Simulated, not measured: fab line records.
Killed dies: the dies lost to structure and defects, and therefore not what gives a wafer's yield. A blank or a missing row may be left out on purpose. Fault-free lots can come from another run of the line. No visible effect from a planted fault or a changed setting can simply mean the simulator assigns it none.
Chamber matching || flow n5Finfet || N5_FIN_CUT_STRIP_22 on rieDiel-05 has 4 sister chambers
The step strips in N2/H2. 8 wafers are shown with their chamber, then 12 later ones without.

== WAFERS WITH THEIR CHAMBER ==
{"wafer": "L084.4", "chamber": 1, "drypumpMotorCurrentA (A)": 5.7, "throttleValvePct (%)": 18.77}
{"wafer": "L088.4", "chamber": 3, "drypumpMotorCurrentA (A)": 6.1, "throttleValvePct (%)": 19.49}
{"wafer": "L092.1", "chamber": 2, "drypumpMotorCurrentA (A)": 5.6, "throttleValvePct (%)": 18.72}
{"wafer": "L092.2", "chamber": 0, "drypumpMotorCurrentA (A)": 5.9, "throttleValvePct (%)": 18.68}
{"wafer": "L092.4", "chamber": 2, "drypumpMotorCurrentA (A)": 5.6, "throttleValvePct (%)": 18.75}
{"wafer": "L093.1", "chamber": 0, "drypumpMotorCurrentA (A)": 5.8, "throttleValvePct (%)": 18.70}
{"wafer": "L093.3", "chamber": 1, "drypumpMotorCurrentA (A)": 5.8, "throttleValvePct (%)": 18.83}
{"wafer": "L093.4", "chamber": 3, "drypumpMotorCurrentA (A)": 6.1, "throttleValvePct (%)": 19.12}

== WAFERS MISSING THEIR CHAMBER ==
{"wafer": "L094.1", "drypumpMotorCurrentA (A)": 6.1, "throttleValvePct (%)": 19.13}
{"wafer": "L094.2", "drypumpMotorCurrentA (A)": 5.9, "throttleValvePct (%)": 18.69}
{"wafer": "L094.3", "drypumpMotorCurrentA (A)": 5.8, "throttleValvePct (%)": 18.88}
{"wafer": "L094.4", "drypumpMotorCurrentA (A)": 5.7, "throttleValvePct (%)": 18.87}
{"wafer": "L094.5", "drypumpMotorCurrentA (A)": 5.8, "throttleValvePct (%)": 18.71}
{"wafer": "L094.6", "drypumpMotorCurrentA (A)": 6.1, "throttleValvePct (%)": 19.17}
{"wafer": "L096.1", "drypumpMotorCurrentA (A)": 5.7, "throttleValvePct (%)": 18.84}
{"wafer": "L096.2", "drypumpMotorCurrentA (A)": 6.1, "throttleValvePct (%)": 19.08}
{"wafer": "L096.3", "drypumpMotorCurrentA (A)": 5.8, "throttleValvePct (%)": 18.73}
{"wafer": "L097.3", "drypumpMotorCurrentA (A)": 5.9, "throttleValvePct (%)": 18.71}
{"wafer": "L097.4", "drypumpMotorCurrentA (A)": 5.6, "throttleValvePct (%)": 18.72}
{"wafer": "L097.6", "drypumpMotorCurrentA (A)": 6.1, "throttleValvePct (%)": 19.10}

== THE CHAMBER EACH PASSED THROUGH ==
{"wafer": "L094.1", "from the rows above": 3, "in truth": 3}
{"wafer": "L094.2", "from the rows above": 0, "in truth": 0}
{"wafer": "L094.3", "from the rows above": "can't be placed: 1 or 0", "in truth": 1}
{"wafer": "L094.4", "from the rows above": "can't be placed: 1 or 2", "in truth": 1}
{"wafer": "L094.5", "from the rows above": "can't be placed: 0 or 1", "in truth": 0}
{"wafer": "L094.6", "from the rows above": 3, "in truth": 3}
{"wafer": "L096.1", "from the rows above": "can't be placed: 1 or 2", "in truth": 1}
{"wafer": "L096.2", "from the rows above": 3, "in truth": 3}
{"wafer": "L096.3", "from the rows above": "can't be placed: 0 or 1", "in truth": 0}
{"wafer": "L097.3", "from the rows above": 0, "in truth": 0}
{"wafer": "L097.4", "from the rows above": 2, "in truth": 2}
{"wafer": "L097.6", "from the rows above": 3, "in truth": 3}
Correct placement for 7 of the 12. Not placeable from these rows: 5 (in 5, the candidates include the true chamber). Wrongly placed: 0.
How it was worked out, from the rows above alone: a wafer's distance from a chamber is the root of the sum, over the readings, of the square of ((its reading less the chamber's mean) divided by the reading's scatter). If the next closest chamber is less than 2 further off than the closest, the wafer can't be placed; otherwise it belongs to the closest. The mean given for a chamber averages the wafers shown for that chamber. The scatter is the square root of a quotient: the sum, over the shown wafers, of each reading's squared deviation from its chamber's mean, divided by wafers minus chambers.
